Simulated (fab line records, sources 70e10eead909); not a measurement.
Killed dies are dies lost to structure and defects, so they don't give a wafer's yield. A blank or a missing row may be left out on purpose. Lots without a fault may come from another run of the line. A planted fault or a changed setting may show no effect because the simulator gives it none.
Chamber matching | flow nand_harc | NHARC_A_BONDPAD_ETCH_34 on rie_diel-04: 4 sister chambers
The step etches the open film in N2/H2, target depth 60 nm, overetch 18 nm, time 65.91 s. 16 wafers are shown with their chamber, then 8 later ones without.

WAFERS WITH THEIR CHAMBER
wafer  | chamber | drypump_motor_current_A (A) | rf_vpp_V (V) | oes_product_au (a.u.)
L397.1 | 2       | 5.9                         | 427          | 0.995
L397.2 | 0       | 5.3                         | 426          | 0.992
L397.6 | 0       | 5.3                         | 428          | 0.984
L396.1 | 1       | 5.7                         | 431          | 0.990
L396.4 | 2       | 5.9                         | 426          | 1.011
L396.6 | 1       | 5.7                         | 431          | 0.989
L394.2 | 0       | 5.2                         | 425          | 0.994
L394.4 | 1       | 5.7                         | 431          | 0.985
L394.6 | 0       | 5.2                         | 428          | 0.999
L399.3 | 3       | 6.3                         | 435          | 0.987
L399.4 | 0       | 5.2                         | 426          | 0.982
L399.6 | 0       | 5.2                         | 427          | 0.990
L402.2 | 3       | 6.3                         | 434          | 0.981
L402.4 | 2       | 5.9                         | 426          | 0.980
L402.6 | 2       | 5.9                         | 425          | 0.970
L405.1 | 3       | 6.3                         | 435          | 0.980

SIGNATURES (means of the wafers above)
reading                 | chamber 0 | chamber 1 | chamber 2 | chamber 3 | scatter within a chamber
drypump_motor_current_A | 5.233     | 5.700     | 5.900     | 6.300     | 0.0333
rf_vpp_V                | 426.67    | 431.00    | 426.00    | 434.67    | 0.913
oes_product_au          | 0.99017   | 0.98800   | 0.98900   | 0.98267   | 0.01
Rule: a wafer's distance from a chamber is the root of the sum, over the readings, of the square of ((its reading less the chamber's mean) divided by the reading's scatter). The wafer belongs to the nearest chamber; if the next one is less than 2 further off, it can't be placed. The scatter: the root of (the sum of the squares of (reading less its chamber's mean) over the shown wafers, divided by (wafers less chambers)).

WAFERS WITHOUT THEIR CHAMBER
wafer  | drypump_motor_current_A (A) | rf_vpp_V (V) | oes_product_au (a.u.)
L405.4 | 5.2                         | 427          | 0.978
L405.6 | 5.2                         | 427          | 0.977
L403.1 | 5.3                         | 426          | 0.991
L403.2 | 5.7                         | 433          | 0.987
L403.3 | 6.3                         | 434          | 0.977
L406.3 | 5.3                         | 425          | 0.994
L406.4 | 5.7                         | 432          | 0.976
L406.6 | 5.9                         | 425          | 0.986

WHICH CHAMBER EACH WENT THROUGH
wafer  | from the rows above | in truth
L405.4 | 0                   | 0
L405.6 | 0                   | 0
L403.1 | 0                   | 0
L403.2 | 1                   | 1
L403.3 | 3                   | 3
L406.3 | 0                   | 0
L406.4 | 1                   | 1
L406.6 | 2                   | 2
Placed correctly: 8 of 8. Can't be placed from these rows: 0. Placed wrongly: 0.
